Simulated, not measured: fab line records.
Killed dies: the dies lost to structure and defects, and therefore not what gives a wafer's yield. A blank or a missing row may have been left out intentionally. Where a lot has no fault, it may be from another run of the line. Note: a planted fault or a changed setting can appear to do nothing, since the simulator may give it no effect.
Struck lot and sound lot, side by side -- flow nand harc -- 15 out of 1159 route steps
Sound: these wafers, L554.1, L554.4, L554.5. Struck: wafer L563.3 (left out: L563.4, a lot-mate that was not struck); the cause follows at the end.
Per side, at each step with rows, come the tool, then ch with its chambers, and then its first start. Under that, the readings that differ: sound wafers -- struck wafers -- difference of the means -- sigmas: that difference in standard deviations of wafers without a fault.
alike: same words and numbers on both sides, and readings whose means sit less than 2 such deviations apart. not compared: any withheld reading, any reading some wafer has no value for, any bound like >300 that may hide the same value, and any number with overlapping values for which the record gives no deviation.
The two part at a step that has a row with sigmas, a row that says differs or no value, or rows on one side only. When numbers do not overlap yet have no deviation, they are printed without sigmas and do not part them. A reading that every wafer of one side lacks parts them only if that side has two wafers or more.

NHARC_A_SGD_CUT_ETCH_15: etches the open film in CH3F/O2, target depth 75 nm, time 64.3 s.
  sound on rie diel-05 ch 0,1,2; struck on rie diel-02 ch 0
  alike: drypump motor current A, oes product au, rf fwd power W, rf vpp V, showerhead plenum p Torr, throttle valve pct
  not compared: rf hours counter h
NHARC_A_SGD_CUT_ETCH_16: etches the open film in C4F8/O2/Ar, target depth 310.5 nm, time 155.2 s.
  sound on rie diel-05 ch 1,2,3; struck on rie diel-02 ch 2
  alike: oes product au, rf fwd power W, rf vpp V
  not compared: rf hours counter h
then, 1 step without rows for these wafers: NHARC_A_SGD_CUT_STRIP_60 (strips in C4F8/O2/Ar).
NHARC_A_SGD_CUT_STRIP_17: strips in O2.
  sound on rie diel-05 ch 2,3; struck on rie diel-02 ch 0
reading,sound,struck,difference,sigmas
rf vpp V (V),57.9 57.8 55.2,59.3,+2.3,+3
  alike: drypump motor current A, oes product au, showerhead plenum p Torr, throttle valve pct
  not compared: rf hours counter h
then, 4 steps without rows for these wafers: NHARC_A_SGD_CUT_PRECLEAN_18 (cleans in SC1); NHARC_A_SGD_CUT_SRD_19; NHARC_A_SGD_CUT_DEP_20 (deposits SiO2, target thk 150 nm); NHARC_A_SGD_CUT_ANNEAL_27 (time 1800 s).
NHARC_A_SGD_CUT_CMP_21: polishes, target thk 148.19 nm.
  sound on cmp-03 ch 1,3, day 14 12:03; struck on cmp-03 ch 3, day 18 01:29
  alike: motor current A, time to endpoint s
  not compared: pad life wafers
NHARC_A_SGD_CUT_THK_MEAS_22: measures by ellipsometry.
  sound on film metro-02 at day 14 12:17; struck on film metro-01 at day 18 01:42
  alike: thk nm
then, 2 steps without rows for these wafers: NHARC_A_SGD_CUT_SRD_23; NHARC_A_SGD_CUT_ETCH_26 (etches SiO2 in dHF, target depth 45.8 nm).
NHARC_A_SGD_CUT_ETCHBACK_24: etches the open film in CH3F/O2, target depth 50 nm, time 92.857 s.
  sound on rie diel-05 ch 0,2, day 14 12:31; struck on rie diel-05 ch 3, day 18 01:58
reading,sound,struck,difference,sigmas
run length s (s),114.6 113.4 114.9,88.2,-26.1,-58
  alike: drypump motor current A, oes product au, rf vpp V, showerhead plenum p Torr, throttle valve pct
  not compared: rf fwd power W, rf hours counter h
NHARC_A_SGD_CUT_STRIP_28: strips in O2, time 20 s.
  sound on rie diel-05 ch 1,2,3; struck on rie diel-05 ch 3, day 18 02:09
  alike: drypump motor current A, oes product au, rf vpp V, showerhead plenum p Torr, throttle valve pct
  not compared: rf hours counter h
-- the record jumps here: 5 days lie between the struck wafers' starts before and after (it left off in module A_SGD_CUT and takes up again in module END, whose first step shown is number 1159 of the route) --
NHARC_END_SORT_01:
  sound on prober-02 ch 0, day 20 09:07; struck on prober-02 ch 0, day 23 08:57
reading,sound,struck,difference,sigmas
killed at array,31 28 22,671,+644,+68
killed dies,36 31 25,677,+646,+65
  alike: killed at other, killed at periphery, killed open, killed short

WHERE THEY PART
At NHARC_A_SGD_CUT_STRIP_17 first; at NHARC_END_SORT_01 last (within this record only).

WHY: what had been put in by the simulator
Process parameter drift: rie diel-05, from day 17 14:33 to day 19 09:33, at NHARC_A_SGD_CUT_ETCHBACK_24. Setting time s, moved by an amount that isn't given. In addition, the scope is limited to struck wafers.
